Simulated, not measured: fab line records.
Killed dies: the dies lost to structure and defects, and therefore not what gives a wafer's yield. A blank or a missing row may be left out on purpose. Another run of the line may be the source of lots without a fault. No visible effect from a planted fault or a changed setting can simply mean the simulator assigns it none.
What tool caused it? ; flow n5Finfet ; Sampling: 9 lots, 27 wafers, 5 of 1938 route steps

== WHAT EACH GAUGE READ, for each wafer ==
N5_BEOL_M4_RC_MEAS_101.
lot;measured;on;DIBL_N (mV/V)
L361;day 8 18:29;prober-01;34.7 35.4 35.9
L365;day 9 13:05;prober-01;38.6 38.2 37.8
L366;day 9 22:33;prober-01;37.1 35.9 36.6
L367;day 10 01:46;prober-01;35.9 35.3 35.4
L368;day 10 06:29;prober-02;34.5 34.5 34.8
L373;day 11 09:58;prober-01;36.1 36.5 36.4
L375;day 12 01:35;prober-01;38.8 36.8 35.9
L377;day 12 19:37;prober-02;35.0 35.2 38.0
L381;day 13 20:19;prober-01;36.9 36.1 37.2

== TOOL THAT RAN EACH LOT (tool first, then ch and the chambers of the sampled wafers, then the start) ==
lot;N5_DUMMY_GATE_ETCH_31;N5_DUMMY_GATE_HM_OPEN_21;N5_DUMMY_GATE_ETCH_32;N5_SD_EPI_N_COAT_32
L361;rieDiel-01 ch 0,1,2, day 3 12:10;rieDiel-01 ch 0,1,2, day 3 12:16;rieSi-02 ch 1,2,3, day 3 12:25;lithoTrack-03 ch 0, day 3 13:32
L365;rieDiel-02 ch 0,1,3, day 4 11:41;rieDiel-02 ch 0,1,3, day 4 11:46;rieSi-02 ch 0,2,3, day 4 11:56;lithoTrack-03 ch 0, day 4 13:11
L366;rieDiel-01 ch 1,2,3, day 4 17:08;rieDiel-01 ch 1,2,3, day 4 17:13;rieSi-01 ch 1,2, day 4 17:22;lithoTrack-03 ch 0, day 4 18:29
L367;rieDiel-02 ch 1,3, day 5 00:10;rieDiel-02 ch 1,3, day 5 00:15;rieSi-04 ch 0,1,3, day 5 00:25;lithoTrack-02 ch 0, day 5 01:32
L368;rieDiel-01 ch 2,3, day 5 06:10;rieDiel-01 ch 2,3, day 5 06:15;rieSi-02 ch 0,1, day 5 06:25;lithoTrack-03 ch 0, day 5 07:52
L373;rieDiel-03 ch 1,2,3, day 6 15:31;rieDiel-03 ch 1,2,3, day 6 15:36;rieSi-01 ch 0,1,3, day 6 15:46;lithoTrack-02 ch 0, day 6 16:53
L375;rieDiel-02 ch 1,2,3, day 6 22:48;rieDiel-02 ch 1,2,3, day 6 22:53;rieSi-01 ch 1,2, day 6 23:03;lithoTrack-02 ch 0, day 7 00:36
L377;rieDiel-01 ch 0,2,3, day 7 15:59;rieDiel-01 ch 0,2,3, day 7 16:04;rieSi-04 ch 1,3, day 7 16:14;lithoTrack-02 ch 0, day 7 17:28
L381;rieDiel-01 ch 0,1, day 8 13:41;rieDiel-01 ch 0,1, day 8 13:46;rieSi-04 ch 0,1,3, day 8 13:56;lithoTrack-05 ch 0, day 8 16:06
- N5_DUMMY_GATE_ETCH_31: etches SiO2 in C4F6/O2, target depth 82.5 nm, time 27.5 s.
- N5_DUMMY_GATE_HM_OPEN_21: chemistry CH3F/O2, target SiNx, target depth 120 nm, time 171.4 s.
- N5_DUMMY_GATE_ETCH_32: etches SiO2 in CF4, target depth 3.5 nm, time 3.9 s.
- N5_SD_EPI_N_COAT_32: time 60 s, resist thk 350 nm.

== THE ANSWER, worked out from the rows above alone ==
Rule: what is usual is taken from the lots themselves. Put in order of their means at a reading, lots are off if they are a third of the lots or fewer, leave a main group of 4 or more, and stand apart from it by a gap of 3 or more times the standard deviation of the main group's means; of several such gaps the widest counts. A main group is skipped when, at the precision printed for the reading in the tables above, its means are all equal. Also off: a lot with no number at a reading for which 4 or more lots have one. The other lots that the step has rows for count as sound.
Across all readings shown, no lot is off: no conclusion can be drawn from this.

== WHAT THE SIMULATOR HAD PUT IN ==
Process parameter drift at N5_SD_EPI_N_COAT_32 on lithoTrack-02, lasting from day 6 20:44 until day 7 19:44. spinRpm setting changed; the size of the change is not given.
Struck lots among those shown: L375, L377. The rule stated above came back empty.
